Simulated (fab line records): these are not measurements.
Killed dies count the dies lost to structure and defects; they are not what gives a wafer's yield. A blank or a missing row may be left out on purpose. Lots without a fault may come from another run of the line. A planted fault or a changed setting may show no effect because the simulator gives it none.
fab line records + flow nand-harc
[record]
- lots = 14
- wafers = 42
- last-day = 33
route steps=1302 shown A_SGD_CUT@920 A_SLIT@936
lots untouched by any fault: they come from a run of this same line in which no faults occurred
start-h: hours from the record's first day to the start of the lot's first wafer shown + wait-h: time in hours since the lot's previous step + " identical to the entry in the row above + L1.1+2: one row covering several wafers at once + - no value present, or no start provided + * or withheld: withheld + < > ~ a bound
route shown NAME@n: names a module that has steps shown in the file, with the first one's number in the route + usual: mean/standard deviation of fault-free wafers + same: alike in all rows + chamber/n: place in a boat + sites: per-site readings + _std_site: how widely they spread, as a standard deviation + _edge_site: inner sites' mean taken away from outer sites' mean + radius-mm: for every site, how far away it sits from the centre of the wafer + mask NAME#n: copy n + behind: the tool/chamber that last shaped the wafer + hold: the reason the lot was held/the length of the hold in hours/how it ended + device: whichever transistor did not switch (one of n, p or np) + end of line: the same wafers' tests at the end of the route + for a step that has no rows: nothing shown but its recipe + killed: dies that structure and defects cost at the first sort, which is not the same as the wafer's yield + map: a wafer's dies, x killed, . not, _ none there
set.NAME: setting as actually run; set.NAME@STEP: the setting as run at that earlier step + model.NAME: the simulator's own value behind a step, which no gauge read
steps of the route over a sample of lots; a table a step, a row a wafer
services: when a tool's chamber went out of use (start-h, in hours from the record's first day, below 0 if earlier), for how many hours, and the reason
[[steps]]
[step NHARC_A_SGD_CUT_STRIP_28]
[recipe]
- time-s = 20
- o2-flow-sccm = 500
- ar-flow-sccm = 0
- bias-w = 0
- chemistry = O2
[usual]
- drypump-motor-current-A = 5.8/0.47
- oes-product-au = 1.002/0.0087
- rf-vpp-V = 57.8/1
- showerhead-plenum-p-Torr = 3.51/0.19
- throttle-valve-pct = 17.037/0.0085
[same]
- time-s = 20
| lot.wafer | tool        | chamber | start-h | wait-h | drypump-motor-current-A | oes-product-au | rf-hours-counter-h | rf-vpp-V | showerhead-plenum-p-Torr | throttle-valve-pct |
|-----------|-------------|---------|---------|--------|-------------------------|----------------|--------------------|----------|--------------------------|--------------------|
| L482.2    | rie-diel-08 | 3       | -       | -      | 6.7                     | 1.009          | 3                  | 57.7     | 3.31                     | 17.039             |
| L482.3    | "           | 0       | "       | "      | 5.1                     | 1.011          | 4                  | 57.4     | 3.33                     | 17.028             |
| L482.5    | "           | 3       | "       | "      | 6.7                     | 1.010          | -                  | 58.4     | 3.31                     | 17.037             |
| L485.1    | rie-diel-13 | 0       | -       | -      | 6.2                     | 1.008          | 7                  | 58.8     | 3.78                     | 17.052             |
| L485.2    | "           | 3       | "       | "      | 5.4                     | 1.011          | 7                  | 57.9     | 3.44                     | 17.027             |
| L485.5    | "           | 0       | "       | "      | 6.2                     | 1.003          | -                  | 58.5     | 3.78                     | 17.038             |
| L484.4    | rie-diel-12 | 0       | -       | -      | 6.1                     | 0.997          | 0                  | 56.8     | 3.63                     | 17.037             |
| L484.2    | "           | 1       | "       | "      | 5.8                     | 1.017          | 0                  | 58.2     | 3.67                     | 17.039             |
| L484.5    | "           | 0       | "       | "      | 6.1                     | 0.999          | -                  | 57.4     | 3.63                     | 17.029             |
| L487.3    | rie-diel-13 | 3       | -       | -      | 5.4                     | 1.011          | 9                  | 57.8     | 3.44                     | 17.033             |
| L487.4    | "           | 1       | "       | "      | 5.6                     | 1.013          | 10                 | 56.7     | 3.29                     | 17.025             |
| L487.5    | "           | 3       | "       | "      | 5.4                     | 0.996          | -                  | 57.6     | 3.44                     | 17.028             |
| L493.3    | rie-diel-08 | 0       | 538.20  | 0.2    | 5.1                     | 1.010          | 8                  | 58.4     | 3.33                     | 17.023             |
| L493.5    | "           | 0       | "       | "      | 5.1                     | 1.008          | -                  | 57.9     | 3.33                     | 17.038             |
| L493.4    | "           | 1       | "       | "      | 6.0                     | 1.015          | -                  | 60.1     | 3.78                     | 17.042             |
| L492.3    | rie-diel-08 | 0       | 538.25  | 0.1    | 5.1                     | 1.021          | 8                  | 58.7     | 3.33                     | 17.042             |
| L492.1    | "           | 3       | "       | "      | 6.7                     | 1.017          | 8                  | 56.4     | 3.31                     | 17.031             |
| L492.6    | "           | 1       | "       | "      | 6.0                     | 1.010          | -                  | 59.4     | 3.78                     | 17.041             |
| L490.2    | rie-diel-08 | 3       | -       | -      | 6.7                     | 0.991          | 8                  | 56.7     | 3.31                     | 17.042             |
| L490.5    | "           | 1       | "       | "      | 6.0                     | 0.998          | -                  | 58.9     | 3.78                     | 17.028             |
| L490.6    | "           | 2       | "       | "      | 6.0                     | 0.995          | -                  | 58.1     | 3.64                     | 17.034             |
| L494.4    | rie-diel-13 | 1       | -       | -      | 5.7                     | 0.988          | 3                  | 58.2     | 3.29                     | 17.050             |
| L494.3    | "           | 3       | "       | "      | 5.4                     | 1.001          | 3                  | 57.6     | 3.44                     | 17.031             |
| L494.6    | "           | 1       | "       | "      | 5.7                     | 0.985          | -                  | 57.4     | 3.29                     | 17.038             |
| L496.4    | rie-diel-08 | 2       | -       | -      | 6.0                     | 1.004          | 1                  | 59.7     | 3.64                     | 17.037             |
| L496.1    | "           | 0       | "       | "      | 5.1                     | 1.003          | 2                  | 55.5     | 3.33                     | 17.030             |
| L496.5    | "           | 1       | "       | "      | 6.0                     | 1.001          | -                  | 57.5     | 3.78                     | 17.036             |
| L498.4    | rie-diel-13 | 2       | -       | -      | 5.0                     | 0.993          | 4                  | 57.8     | 3.37                     | 17.023             |
| L498.3    | "           | 3       | "       | "      | 5.4                     | 0.998          | 4                  | 58.0     | 3.43                     | 17.046             |
| L498.1    | "           | 0       | "       | "      | 6.2                     | 1.004          | 4                  | 59.2     | 3.77                     | 17.036             |
| L501.2    | rie-diel-13 | 2       | -       | -      | 5.0                     | 1.003          | 6                  | 59.2     | 3.37                     | 17.040             |
| L501.3    | "           | 0       | "       | "      | 6.2                     | 1.004          | 6                  | 59.3     | 3.77                     | 17.034             |
| L501.5    | "           | 2       | "       | "      | 5.0                     | 0.991          | -                  | 57.4     | 3.37                     | 17.036             |
| L503.4    | rie-diel-08 | 3       | -       | -      | 6.7                     | 1.006          | 5                  | 56.4     | 3.30                     | 17.036             |
| L503.1    | "           | 2       | "       | "      | 6.0                     | 0.993          | 6                  | 59.5     | 3.63                     | 17.054             |
| L503.5    | "           | 3       | "       | "      | 6.7                     | 1.005          | -                  | 56.8     | 3.30                     | 17.041             |
| L504.1    | rie-diel-13 | 0       | -       | -      | 6.2                     | 1.004          | 9                  | 57.3     | 3.77                     | 17.032             |
| L504.5    | "           | 2       | "       | "      | 5.0                     | 1.009          | -                  | 57.5     | 3.37                     | 17.036             |
| L504.6    | "           | 3       | "       | "      | 5.4                     | 0.997          | -                  | 56.0     | 3.43                     | 17.018             |
| L505.1    | rie-diel-12 | 0       | 678.60  | 0.2    | 6.1                     | 1.002          | 4                  | 58.8     | 3.62                     | 17.037             |
| L505.4    | "           | 0       | "       | "      | 6.0                     | 1.005          | -                  | 57.4     | 3.62                     | 17.033             |
| L505.3    | "           | 3       | "       | "      | 6.1                     | 1.007          | -                  | 57.6     | 3.35                     | 17.039             |
[step NHARC_A_SLIT_DESCUM_14]
[recipe]
- time-s = 3
- o2-flow-sccm = 200
- ar-flow-sccm = 0
- bias-power-w = 0
- chemistry = O2
[usual]
- drypump-motor-current-A = 5.5/0.34
- oes-product-au = 1.003/0.0091
- rf-vpp-V = 57.9/0.88
- showerhead-plenum-p-Torr = 1.94/0.075
- throttle-valve-pct = 11.311/0.0093
[same]
- time-s = 3
| lot.wafer | tool        | chamber | start-h | wait-h | drypump-motor-current-A | oes-product-au | rf-hours-counter-h | rf-vpp-V | showerhead-plenum-p-Torr | throttle-valve-pct |
|-----------|-------------|---------|---------|--------|-------------------------|----------------|--------------------|----------|--------------------------|--------------------|
| L482.3    | rie-diel-05 | 1       | 457.82  | 0.1    | 4.9                     | 1.005          | 3.0                | 58.7     | 2.04                     | 11.318             |
| L482.2    | "           | 3       | "       | "      | 5.3                     | 0.999          | 3.5                | 56.5     | 1.79                     | 11.323             |
| L482.5    | "           | 2       | "       | "      | 5.4                     | 1.003          | -                  | 57.2     | 1.89                     | 11.312             |
| L485.2    | rie-diel-05 | 3       | 463.56  | 0.1    | 5.4                     | 0.985          | 4.5                | 55.9     | 1.79                     | 11.307             |
| L485.1    | "           | 0       | "       | "      | 5.8                     | 1.000          | 4.1                | 57.6     | 2.01                     | 11.295             |
| L485.5    | "           | 0       | "       | "      | 5.8                     | 1.002          | -                  | 58.2     | 2.01                     | 11.317             |
| L484.4    | rie-diel-09 | 2       | 469.28  | 0.1    | 5.4                     | 0.993          | 8.0                | 58.1     | 2.00                     | 11.320             |
| L484.2    | "           | 3       | "       | "      | 6.1                     | 0.997          | 7.9                | 56.8     | 1.95                     | 11.316             |
| L484.5    | "           | 2       | "       | "      | 5.3                     | 0.995          | -                  | 58.4     | 2.00                     | 11.294             |
| L487.4    | rie-diel-03 | 0       | 511.66  | 0.1    | 6.0                     | 1.009          | 1.7                | 58.7     | 1.93                     | 11.321             |
| L487.3    | "           | 2       | "       | "      | 5.8                     | 1.010          | 1.4                | 58.2     | 2.03                     | 11.322             |
| L487.5    | "           | 0       | "       | "      | 6.0                     | 1.011          | -                  | 58.3     | 1.93                     | 11.316             |
| L492.3    | rie-diel-09 | 0       | 543.36  | 0.1    | 5.6                     | 1.019          | 1.2                | 59.9     | 2.01                     | 11.311             |
| L492.1    | "           | 1       | "       | "      | 5.4                     | 0.983          | 1.3                | 56.5     | 1.92                     | 11.309             |
| L492.6    | "           | 0       | "       | "      | 5.6                     | 1.016          | -                  | 58.3     | 2.01                     | 11.307             |
| L493.4    | rie-diel-03 | 1       | 543.52  | 0.1    | 5.4                     | 1.019          | 4.8                | 57.7     | 1.83                     | 11.300             |
| L493.3    | "           | 2       | "       | "      | 5.8                     | 1.019          | 4.1                | 59.7     | 2.02                     | 11.304             |
| L493.5    | "           | 0       | "       | "      | 6.0                     | 1.008          | -                  | 56.8     | 1.93                     | 11.291             |
| L490.2    | rie-diel-09 | 0       | 547.80  | 0.1    | 5.6                     | 1.011          | 1.6                | 57.2     | 2.01                     | 11.322             |
| L490.6    | "           | 0       | "       | "      | 5.6                     | 1.010          | -                  | 58.4     | 2.01                     | 11.316             |
| L490.5    | "           | 1       | "       | "      | 5.4                     | 0.994          | -                  | 58.9     | 1.92                     | 11.316             |
| L496.1    | rie-diel-09 | 3       | 580.10  | 0.1    | 6.1                     | 0.999          | 3.6                | 56.6     | 1.95                     | 11.311             |
| L496.4    | "           | 2       | "       | "      | 5.3                     | 0.992          | -                  | 58.7     | 2.00                     | 11.299             |
| L496.5    | "           | 0       | "       | "      | 5.6                     | 1.009          | -                  | 57.0     | 2.01                     | 11.331             |
| L494.3    | rie-diel-03 | 0       | 580.62  | 0.1    | 6.0                     | 1.017          | 6.4                | 57.9     | 1.93                     | 11.317             |
| L494.4    | "           | 1       | "       | "      | 5.4                     | 1.025          | 5.9                | 56.9     | 1.83                     | 11.300             |
| L494.6    | "           | 0       | "       | "      | 6.0                     | 1.018          | -                  | 58.7     | 1.93                     | 11.294             |
| L498.4    | rie-diel-09 | 2       | 600.55  | 0.1    | 5.3                     | 1.001          | 6.0                | 58.7     | 2.00                     | 11.314             |
| L498.3    | "           | 3       | "       | "      | 6.1                     | 0.993          | 5.0                | 56.4     | 1.95                     | 11.298             |
| L498.1    | "           | 0       | "       | "      | 5.6                     | 1.002          | 5.0                | 57.7     | 2.01                     | 11.308             |
| L501.3    | rie-diel-05 | 1       | 628.50  | 0.1    | 5.0                     | 1.016          | 2.2                | 58.7     | 2.03                     | 11.314             |
| L501.2    | "           | 2       | "       | "      | 5.5                     | 1.002          | 2.4                | 56.7     | 1.89                     | 11.311             |
| L501.5    | "           | 2       | "       | "      | 5.5                     | 1.001          | -                  | 59.1     | 1.88                     | 11.297             |
| L504.1    | rie-diel-05 | 3       | 669.10  | 0.1    | 5.3                     | 1.012          | 4.9                | 56.6     | 1.78                     | 11.311             |
| L504.5    | "           | 2       | "       | "      | 5.4                     | 0.991          | -                  | 59.7     | 1.88                     | 11.315             |
| L504.6    | "           | 3       | "       | "      | 5.3                     | 1.000          | -                  | 58.9     | 1.78                     | 11.309             |
| L503.1    | rie-diel-03 | 1       | 669.26  | 0.1    | 5.4                     | 1.016          | 1.2                | 58.3     | 1.83                     | 11.306             |
| L503.5    | "           | 2       | "       | "      | 5.8                     | 0.995          | -                  | 59.1     | 2.02                     | 11.320             |
| L503.4    | "           | 3       | "       | "      | 5.1                     | 0.984          | -                  | 58.1     | 1.91                     | 11.301             |
| L505.3    | rie-diel-05 | 0       | 687.45  | 0.1    | 5.8                     | 0.998          | 7.5                | 57.3     | 2.01                     | 11.313             |
| L505.1    | "           | 1       | "       | "      | 4.9                     | 1.003          | 6.5                | 57.4     | 2.03                     | 11.302             |
| L505.4    | "           | 2       | "       | "      | 5.5                     | 0.988          | -                  | 57.5     | 1.88                     | 11.317             |
[step NHARC_A_SLIT_ETCH_24]
[recipe]
- target-depth-a = 1210
- time-s = 60.5
- cf4-flow-sccm = 100
- chf3-flow-sccm = 30
- ar-flow-sccm = 0
- rf-w = 500
- bias-w = 200
- chemistry = CF4/CHF3
[usual]
- cf4-flow-sccm = 100.00/0.28
- drypump-motor-current-A = 5.5/0.35
- oes-product-au = 0.959/0.021
- rf-vpp-V = 371.4/2.1
- run-length-s = 81.9/0.47
- showerhead-plenum-p-Torr = 1.60/0.059
- throttle-valve-pct = 16.804/0.0096
| lot.wafer | tool        | chamber | start-h | wait-h | cf4-flow-sccm | drypump-motor-current-A | oes-product-au | rf-hours-counter-h | rf-vpp-V | run-length-s | showerhead-plenum-p-Torr | throttle-valve-pct |
|-----------|-------------|---------|---------|--------|---------------|-------------------------|----------------|--------------------|----------|--------------|--------------------------|--------------------|
| L482.2    | rie-diel-05 | 1       | 457.92  | 0.1    | 99.83         | 4.9                     | 0.954          | 3.1                | 372.4    | 82.0         | 1.67                     | 16.808             |
| L482.3    | "           | 2       | "       | "      | 100.29        | 5.5                     | 0.955          | 3.1                | 369.6    | 82.2         | 1.55                     | 16.813             |
| L482.5    | "           | 0       | "       | "      | 99.71         | 5.8                     | 0.970          | -                  | 371.6    | 81.4         | 1.65                     | 16.814             |
| L485.1    | rie-diel-05 | 0       | 463.67  | 0.1    | 99.87         | 5.8                     | 0.938          | 4.1                | 373.8    | 81.1         | 1.65                     | 16.788             |
| L485.2    | "           | 1       | "       | "      | 100.05        | 5.0                     | 0.937          | 3.7                | 372.8    | 82.6         | 1.67                     | 16.804             |
| L485.5    | "           | 0       | "       | "      | 100.02        | 5.8                     | 0.960          | -                  | 373.3    | 81.1         | 1.65                     | 16.809             |
| L484.4    | rie-diel-09 | 1       | 469.37  | 0.1    | 100.23        | 5.4                     | 0.976          | 8.4                | 370.7    | 82.8         | 1.58                     | 16.797             |
| L484.2    | "           | 3       | "       | "      | 99.79         | 6.1                     | 0.969          | 7.9                | 372.0    | 81.9         | 1.60                     | 16.797             |
| L484.5    | "           | 1       | "       | "      | 99.98         | 5.4                     | 0.977          | -                  | 371.7    | 82.5         | 1.58                     | 16.792             |
| L487.4    | rie-diel-03 | 3       | 511.74  | 0.1    | 100.50        | 5.2                     | 0.957          | 1.5                | 371.6    | 81.8         | 1.57                     | 16.801             |
| L487.3    | "           | 0       | "       | "      | 100.35        | 6.0                     | 0.961          | 1.7                | 372.2    | 81.9         | 1.59                     | 16.814             |
| L487.5    | "           | 0       | "       | "      | 100.14        | 6.0                     | 0.959          | -                  | 370.1    | 82.1         | 1.59                     | 16.799             |
| L492.1    | rie-diel-09 | 2       | 543.44  | 0.1    | 100.48        | 5.3                     | 0.978          | 1.2                | 373.4    | 81.7         | 1.64                     | 16.799             |
| L492.3    | "           | 0       | "       | "      | 100.01        | 5.6                     | 0.964          | 1.2                | 373.1    | 81.7         | 1.65                     | 16.802             |
| L492.6    | "           | 2       | "       | "      | 100.23        | 5.3                     | 0.975          | -                  | 372.8    | 82.1         | 1.64                     | 16.800             |
| L493.3    | rie-diel-03 | 0       | 543.60  | 0.1    | 99.79         | 6.0                     | 0.960          | 5.2                | 372.1    | 81.9         | 1.58                     | 16.809             |
| L493.4    | "           | 1       | "       | "      | 99.77         | 5.4                     | 0.973          | 4.8                | 367.1    | 82.4         | 1.51                     | 16.810             |
| L493.5    | "           | 0       | "       | "      | 100.30        | 6.0                     | 0.954          | -                  | 371.0    | 82.1         | 1.59                     | 16.811             |
| L490.2    | rie-diel-09 | 3       | 547.89  | 0.1    | 99.82         | 6.1                     | 0.989          | 1.6                | 373.1    | 82.0         | 1.60                     | 16.795             |
| L490.6    | "           | 2       | "       | "      | 100.08        | 5.3                     | 0.977          | -                  | 373.0    | 81.4         | 1.64                     | 16.800             |
| L490.5    | "           | 3       | "       | "      | 99.46         | 6.1                     | 0.986          | -                  | 372.3    | 82.0         | 1.60                     | 16.789             |
| L496.1    | rie-diel-09 | 2       | 580.21  | 0.1    | 100.26        | 5.3                     | 0.924          | 4.7                | 371.7    | 81.4         | 1.64                     | 16.795             |
| L496.4    | "           | 0       | "       | "      | 100.26        | 5.6                     | 0.925          | -                  | 371.2    | 70.1         | 1.65                     | 16.805             |
| L496.5    | "           | 2       | "       | "      | 100.26        | 5.3                     | 0.930          | -                  | 374.1    | 81.7         | 1.64                     | 16.786             |
| L494.3    | rie-diel-03 | 0       | 580.70  | 0.1    | 99.66         | 6.0                     | 0.966          | 6.4                | 371.3    | 82.1         | 1.58                     | 16.798             |
| L494.4    | "           | 2       | "       | "      | 100.09        | 5.8                     | 0.994          | 5.6                | 373.9    | 82.9         | 1.66                     | 16.787             |
| L494.6    | "           | 3       | "       | "      | 99.46         | 5.2                     | 0.977          | -                  | 372.0    | 81.8         | 1.57                     | 16.801             |
| L498.4    | rie-diel-09 | 3       | 600.64  | 0.1    | 99.82         | 6.1                     | 0.965          | 5.1                | 372.1    | 81.9         | 1.60                     | 16.785             |
| L498.3    | "           | 0       | "       | "      | 100.31        | 5.6                     | 0.994          | 5.0                | 371.1    | 69.8         | 1.65                     | 16.806             |
| L498.1    | "           | 1       | "       | "      | 100.33        | 5.4                     | 0.951          | 3.4                | 371.2    | 82.7         | 1.58                     | 16.796             |
| L501.2    | rie-diel-05 | 2       | 628.62  | 0.1    | 100.28        | 5.4                     | 0.931          | 2.4                | 369.5    | 82.3         | 1.55                     | 16.809             |
| L501.3    | "           | 3       | "       | "      | 99.91         | 5.4                     | 0.951          | 2.3                | 368.1    | 81.2         | 1.47                     | 16.802             |
| L501.5    | "           | 0       | "       | "      | 99.55         | 5.8                     | 0.946          | -                  | 373.8    | 80.8         | 1.65                     | 16.813             |
| L504.1    | rie-diel-05 | 3       | 669.18  | 0.1    | 100.09        | 5.3                     | 0.938          | 4.9                | 365.6    | 81.7         | 1.47                     | 16.804             |
| L504.5    | "           | 3       | "       | "      | 99.96         | 5.3                     | 0.932          | -                  | 368.0    | 81.5         | 1.47                     | 16.795             |
| L504.6    | "           | 0       | "       | "      | 99.77         | 5.8                     | 0.929          | -                  | 372.2    | 80.8         | 1.65                     | 16.813             |
| L503.1    | rie-diel-03 | 2       | 669.37  | 0.1    | 100.64        | 5.8                     | 0.917          | 1.2                | 373.4    | 82.2         | 1.66                     | 16.808             |
| L503.4    | "           | 1       | "       | "      | 99.84         | 5.4                     | 0.949          | -                  | 368.6    | 82.5         | 1.51                     | 16.824             |
| L503.5    | "           | 3       | "       | "      | 100.17        | 5.2                     | 0.917          | -                  | 372.2    | 82.1         | 1.57                     | 16.797             |
| L505.3    | rie-diel-05 | 0       | 687.56  | 0.1    | 99.91         | 5.8                     | 0.955          | 7.5                | 373.1    | 80.8         | 1.65                     | 16.809             |
| L505.1    | "           | 2       | "       | "      | 99.64         | 5.5                     | 0.959          | 6.3                | 368.6    | 82.1         | 1.55                     | 16.788             |
| L505.4    | "           | 1       | "       | "      | 99.86         | 4.9                     | 0.963          | -                  | 373.7    | 82.0         | 1.67                     | 16.803             |
[step NHARC_A_SLIT_ETCH_17]
[recipe]
- bias-v = 900
- source-w = withheld
- pressure-mtorr = 20
- ar-flow-sccm = 375
- c4f8-flow-sccm = 83.3
- o2-flow-sccm = 41.7
- time-s = 4254.5
- target-depth-a = 2.03e+05
- chemistry = C4F8/O2/Ar
[usual]
- drypump-motor-current-A = 5.6/0.33
- run-length-s = 4194.5/0
- showerhead-plenum-p-Torr = 3.67/0.14
- throttle-valve-pct = 32.046/0.0092
[same]
- time-s = 4254.5
| lot.wafer | tool        | chamber | start-h | wait-h | drypump-motor-current-A | rf-hours-counter-h | run-length-s | showerhead-plenum-p-Torr | throttle-valve-pct |
|-----------|-------------|---------|---------|--------|-------------------------|--------------------|--------------|--------------------------|--------------------|
| L482.2    | har-etch-01 | 0       | 459.67  | -      | 5.4                     | 255                | 4194.5       | 3.56                     | 32.053             |
| L482.3    | "           | 1       | "       | "      | 5.4                     | -                  | 4194.5       | 3.65                     | 32.045             |
| L482.5    | "           | 0       | 462.09  | -      | 5.4                     | -                  | 4194.5       | 3.56                     | 32.043             |
| L485.2    | har-etch-01 | 0       | 465.25  | -      | 5.4                     | 259                | 4194.5       | 3.56                     | 32.045             |
| L485.1    | "           | 1       | "       | "      | 5.4                     | 259                | 4194.5       | 3.65                     | 32.046             |
| L485.5    | "           | 0       | 467.63  | -      | 5.4                     | -                  | 4194.5       | 3.56                     | 32.043             |
| L484.2    | har-etch-01 | 1       | 473.80  | -      | 5.4                     | 267                | 4194.5       | 3.64                     | 32.063             |
| L484.4    | "           | 0       | "       | "      | 5.4                     | -                  | 4194.5       | 3.55                     | 32.053             |
| L484.5    | "           | 1       | 476.23  | -      | 5.4                     | -                  | 4194.5       | 3.64                     | 32.048             |
| L487.4    | har-etch-02 | 0       | 517.09  | -      | 6.1                     | -                  | 4194.5       | 3.63                     | 32.043             |
| L487.3    | "           | 1       | "       | "      | 5.4                     | -                  | 4194.5       | 3.90                     | 32.049             |
| L487.5    | "           | 0       | "       | "      | 6.1                     | -                  | 4194.5       | 3.63                     | 32.050             |
| L492.1    | har-etch-01 | 0       | 544.60  | -      | 5.4                     | 305                | 4194.5       | 3.53                     | 32.047             |
| L492.3    | "           | 0       | 545.79  | -      | 5.4                     | -                  | 4194.5       | 3.53                     | 32.051             |
| L492.6    | "           | 1       | 547.57  | -      | 5.4                     | -                  | 4194.5       | 3.62                     | 32.043             |
| L493.4    | har-etch-02 | 0       | 549.42  | -      | 6.1                     | -                  | 4194.5       | 3.62                     | 32.059             |
| L493.3    | "           | 1       | "       | "      | 5.4                     | -                  | 4194.5       | 3.89                     | 32.059             |
| L493.5    | "           | 1       | 551.23  | -      | 5.4                     | -                  | 4194.5       | 3.89                     | 32.048             |
| L490.2    | har-etch-02 | 0       | 552.63  | -      | 6.1                     | 96                 | 4194.5       | 3.62                     | 32.042             |
| L490.6    | "           | 1       | 554.42  | -      | 5.5                     | -                  | 4194.5       | 3.89                     | 32.043             |
| L490.5    | "           | 0       | "       | "      | 6.1                     | -                  | 4194.5       | 3.62                     | 32.038             |
| L496.1    | har-etch-02 | 1       | 582.21  | -      | 5.4                     | 111                | 4194.5       | 3.88                     | 32.051             |
| L496.4    | "           | 0       | "       | "      | 6.2                     | -                  | 4194.5       | 3.61                     | 32.037             |
| L496.5    | "           | 1       | 584.65  | -      | 5.4                     | -                  | 4194.5       | 3.88                     | 32.050             |
| L494.3    | har-etch-01 | 1       | 584.52  | -      | 5.4                     | -                  | 4194.5       | 3.61                     | 32.047             |
| L494.4    | "           | 0       | "       | "      | 5.4                     | -                  | 4194.5       | 3.52                     | 32.026             |
| L494.6    | "           | 0       | 586.37  | -      | 5.4                     | -                  | 4194.5       | 3.52                     | 32.048             |
| L498.1    | har-etch-02 | 1       | 604.92  | -      | 5.4                     | 127                | 4194.5       | 3.87                     | 32.052             |
| L498.4    | "           | 0       | "       | "      | 6.1                     | -                  | 4194.5       | 3.60                     | 32.043             |
| L498.3    | "           | 1       | "       | "      | 5.4                     | -                  | 4194.5       | 3.87                     | 32.043             |
| L501.2    | har-etch-01 | 0       | 629.79  | -      | 5.4                     | 355                | 4194.5       | 3.51                     | 32.039             |
| L501.3    | "           | 0       | 631.00  | -      | 5.4                     | -                  | 4194.5       | 3.51                     | 32.053             |
| L501.5    | "           | 0       | 632.21  | -      | 5.4                     | -                  | 4194.5       | 3.51                     | 32.041             |
| L504.1    | har-etch-01 | 1       | 670.35  | -      | 5.4                     | 378                | 4194.5       | 3.58                     | 32.040             |
| L504.6    | "           | 1       | 672.74  | -      | 5.4                     | -                  | 4194.5       | 3.58                     | 32.057             |
| L504.5    | "           | 0       | "       | "      | 5.4                     | -                  | 4194.5       | 3.50                     | 32.066             |
| L503.1    | har-etch-02 | 1       | 672.07  | -      | 5.5                     | 161                | 4194.5       | 3.85                     | 32.043             |
| L503.4    | "           | 1       | 673.27  | -      | 5.4                     | -                  | 4194.5       | 3.85                     | 32.033             |
| L503.5    | "           | 1       | 674.47  | -      | 5.4                     | -                  | 4194.5       | 3.85                     | 32.046             |
| L505.1    | har-etch-01 | 0       | 689.55  | -      | 5.4                     | 389                | 4194.5       | 3.49                     | 32.038             |
| L505.4    | "           | 1       | "       | "      | 5.4                     | -                  | 4194.5       | 3.58                     | 32.044             |
| L505.3    | "           | 0       | "       | "      | 5.4                     | -                  | 4194.5       | 3.49                     | 32.041             |
[[services]]
| tool        | chamber | start-h | hours | kind   |
|-------------|---------|---------|-------|--------|
| rie-diel-08 | 2       | 432.16  | 10.2  | repair |
| rie-diel-13 | 2       | 436.09  | 14.0  | repair |
| rie-diel-09 | -       | 444.47  | 0.6   | repair |
| rie-diel-09 | -       | 454.50  | 0.5   | repair |
| rie-diel-13 | 3       | 456.83  | 1.7   | repair |
| rie-diel-03 | -       | 458.34  | 9.0   | pm     |
| rie-diel-05 | 2       | 461.71  | 9.9   | repair |
| rie-diel-03 | 1       | 473.97  | 5.0   | repair |
| rie-diel-05 | 3       | 483.77  | 14.8  | repair |
| rie-diel-05 | 0       | 488.72  | 33.8  | repair |
| rie-diel-09 | -       | 497.43  | 9.0   | pm     |
| rie-diel-13 | -       | 519.00  | 9.0   | pm     |
| rie-diel-08 | 2       | 534.20  | 7.6   | repair |
| rie-diel-05 | 3       | 551.00  | 1.5   | repair |
| rie-diel-09 | 1       | 556.23  | 34.9  | repair |
| rie-diel-05 | -       | 583.65  | 9.0   | pm     |
| rie-diel-09 | 0       | 616.17  | 16.5  | repair |
| rie-diel-03 | -       | 635.34  | 9.0   | pm     |
| rie-diel-05 | -       | 642.94  | 3.1   | repair |
| rie-diel-03 | 0       | 652.62  | 26.1  | repair |
| rie-diel-09 | 1       | 662.17  | 10.4  | repair |
| rie-diel-05 | -       | 667.08  | 0.7   | repair |
| rie-diel-09 | -       | 674.43  | 9.0   | pm     |
| rie-diel-05 | 3       | 684.26  | 7.6   | repair |
[[key]]
[first-sign]
- step = NHARC_A_SLIT_ETCH_24
- reading = run-length-s
- direction = down
- sigmas = 26
- usual = *
- struck = *
effect none on later readings
met-at NHARC_A_SLIT_ETCH_24
struck-lots L496,L498
struck-wafers L496.4,L498.3
sort-left-out L496.4,L498.3
tester-left-out L496,L498
not-acting-at NHARC_A_SGD_CUT_STRIP_28,NHARC_A_SLIT_DESCUM_14,NHARC_A_SLIT_ETCH_17
onset-between 543.44 580.21
[fault]
- kind = process-parameter-drift
- tool = rie-diel-09
- chamber = 0
- onset-h = 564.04
- steps = NHARC_A_SLIT_ETCH_24
- channel = time-s
- offset = *
- shape = step
- end-h = 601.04
- acts-in = *
- stated = *
// tester-left-out: of these lots the tester's yield and bins aren't shown, on N5 and GAA mostly nor the transistor test; their killed dies are dies lost to structure and defects alone, not to doping, threshold or leakage, so they don't give the yield
// sort-left-out: the simulated sort isn't trusted on such a fault, so these wafers' sort isn't shown, and their yield isn't known
